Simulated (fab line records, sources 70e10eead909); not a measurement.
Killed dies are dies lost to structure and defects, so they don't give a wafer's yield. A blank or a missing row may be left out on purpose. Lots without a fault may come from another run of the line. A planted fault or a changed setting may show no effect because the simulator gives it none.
One fault seen from 2 desks | flow nand_harc | each desk has only its own numbers; what lay behind them comes last

THE TOOL OWNER'S DESK: pecvd-04
The tool's own readings at NHARC_A_M1_DEP_33 (deposits SiCN, target thk 30 nm): means of the sampled wafers that have a number, for each lot that ran on this tool. A lot is out of limits, marked OUT, if its mean lies more than 4 standard deviations from the usual mean; the brackets give that distance.
Columns: A = chamber_pressure_Torr at NHARC_A_M1_DEP_33, usual 3.001 Torr; B = heater_power_outer_w at NHARC_A_M1_DEP_33, usual 327 W; C = heater_power_w at NHARC_A_M1_DEP_33, usual 563 W
lot  | first seen here | A     | B   | C
L325 | day 18 08:21    | 2.999 | 295 | 513
L330 | day 18 17:55    | 2.997 | 382 | 636
L328 | day 19 13:15    | 2.998 | 336 | 592
L333 | day 20 11:57    | 3.000 | 329 | 576
L345 | day 22 14:13    | 2.991 | 305 | 534
L347 | day 23 07:58    | 2.999 | 365 | 618
This desk's finding: nothing out of limits on any of the 6 lots.

THE METROLOGY DESK
What the gauges read, lot by lot, whatever tool the lot ran on: means of the sampled wafers that have a number. A lot is out of limits, marked OUT, if its mean lies more than 4 standard deviations from the usual mean; the brackets give that distance.
Columns: A = cd_nm at NHARC_A_M1_CD_MEAS_09, usual 120.4 nm
lot  | first seen here | A
L325 | day 18 04:07    | 120.8
L329 | day 18 04:51    | 120.4
L330 | day 18 14:51    | 120.8
L328 | day 19 10:15    | 120.1
L332 | day 19 16:07    | 120.1
L333 | day 20 08:27    | 121.1
L334 | day 20 17:11    | 120.5
L336 | day 20 20:08    | 121.0
L343 | day 21 21:28    | 120.4
L341 | day 21 21:37    | 120.9
L345 | day 22 11:18    | 119.7
L346 | day 22 20:13    | 119.9
L347 | day 23 04:59    | 120.6
This desk's finding: nothing out of limits on any of the 13 lots.

PUT TOGETHER
The tool owner's desk saw nothing out of limits.
The metrology desk saw nothing out of limits.

WHAT THE SIMULATOR HAD PUT IN
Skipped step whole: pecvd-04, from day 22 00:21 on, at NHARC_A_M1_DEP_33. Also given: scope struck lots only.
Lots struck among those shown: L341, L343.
